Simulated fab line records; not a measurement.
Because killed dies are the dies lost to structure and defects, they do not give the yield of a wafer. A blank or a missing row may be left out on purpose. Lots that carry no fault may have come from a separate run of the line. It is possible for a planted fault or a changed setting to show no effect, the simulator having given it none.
A lot that was struck, set against a sound lot / flow n5Finfet / 14 out of 1938 route steps
Sound: these wafers, L352.1, L352.5, L352.6. Wafers struck: L347.1, L347.6. The cause comes at the end.
Per side, at each step with rows, come the tool, then ch with its chambers, and then its first start. Under that, the readings that differ: sound wafers / struck wafers / difference of the means / sigmas: that difference in standard deviations of wafers without a fault.
alike: readings with means less than 2 such deviations apart, plus words and numbers identical on both sides. not compared: withheld readings, readings lacking a value on some wafer, bounds such as >300 that could conceal the same value, and numbers that have no deviation in the record and whose values overlap.
A row with sigmas, a row that says differs or no value, or rows on one side alone: a step with any of these is where the two part. Numbers that have no deviation but don't overlap get no sigmas and don't part them. Lack of a reading on every wafer of one side parts them only where that side has two or more wafers.

N5_BEOL_M4_STRIP_66: strips in CF4.
  sound on rieDiel-04 ch 0,1,2, day 10 08:32; struck on rieDiel-01 ch 1,2, day 8 17:01
  alike: drypumpMotorCurrentA, oesProductAu, rfVppV, showerheadPlenumPTorr, throttleValvePct
  not compared: rfHoursCounterH
N5_BEOL_M4_HM_OPEN_17: chemistry Cl2/BCl3, target TiN, target depth 20 nm, overetch 6 nm.
  sound on rieMetal-03 ch 0,1, day 10 08:34; struck on rieMetal-01 ch 1, day 8 17:03
  alike: drypumpMotorCurrentA, oesProductAu, throttleValvePct
  not compared: rfHoursCounterH
N5_BEOL_M4_STRIP_19: strips in O2.
  sound on rieDiel-04 ch 0,1,2, day 10 08:41; struck on rieDiel-06 ch 0,1, day 8 17:10
reading=drypumpMotorCurrentA (A); sound=6.0 6.2 6.1; struck=5.5 5.2; difference=-0.8; sigmas=-2
  alike: oesProductAu, rfVppV, showerheadPlenumPTorr, throttleValvePct
  not compared: rfHoursCounterH
N5_BEOL_M4_CD_MEAS_18: pitch 36 nm, target cd 18 nm.
  sound on cdSem-03 at day 10 08:45; struck on cdSem-02 at day 8 17:14
  alike: cdNm
then, 8 steps without rows for these wafers: N5_BEOL_M4_COAT_67 (time 60 s, resist thk 60 nm); N5_BEOL_M4_COAT_68 (time 60 s, resist thk 12 nm); N5_BEOL_M4_COAT_76 (time 60 s, resist thk 5 nm); N5_BEOL_M4_COAT_22 (resist thk 30 nm); N5_BEOL_M4_EBR_24; N5_BEOL_M4_SOFTBAKE_23 (time 60 s); N5_BEOL_M4_EXPOSE_25 (exposes mask V3, defocus 5 nm); N5_BEOL_M4_PEB_26 (peb time 60 s).
N5_BEOL_M4_DEVELOP_27: develop time 30 s.
  sound on lithoTrack-01 ch 0, day 10 09:08; struck on lithoTrack-01, day 8 17:38
  no value came back on the struck wafers for chillPlateTempC (C), developTimeS (s); on the sound wafers chillPlateTempC (C) reads 22.96 23.03 23.17
reading=model.CAR-EUV_of_BEOL_M4_COAT_22.thkNm (nm); sound=29.6 29.6 29.6; struck=30 30; difference=+0; sigmas=
N5_BEOL_M4_CD_MEAS_28: target cd 26.2 nm, target cd y 24.1 nm.
  sound on cdSem-03 ch 0, day 10 09:12; struck on cdSem-03 ch 0, day 8 17:41
reading=cdNm (nm); sound=26.73 26.19 26.44; struck=- -; difference=no value on the struck wafers; sigmas=

WHERE THEY PART
Earliest at N5_BEOL_M4_STRIP_19; latest, in this record, at N5_BEOL_M4_CD_MEAS_28.

WHY: what the simulator had put in
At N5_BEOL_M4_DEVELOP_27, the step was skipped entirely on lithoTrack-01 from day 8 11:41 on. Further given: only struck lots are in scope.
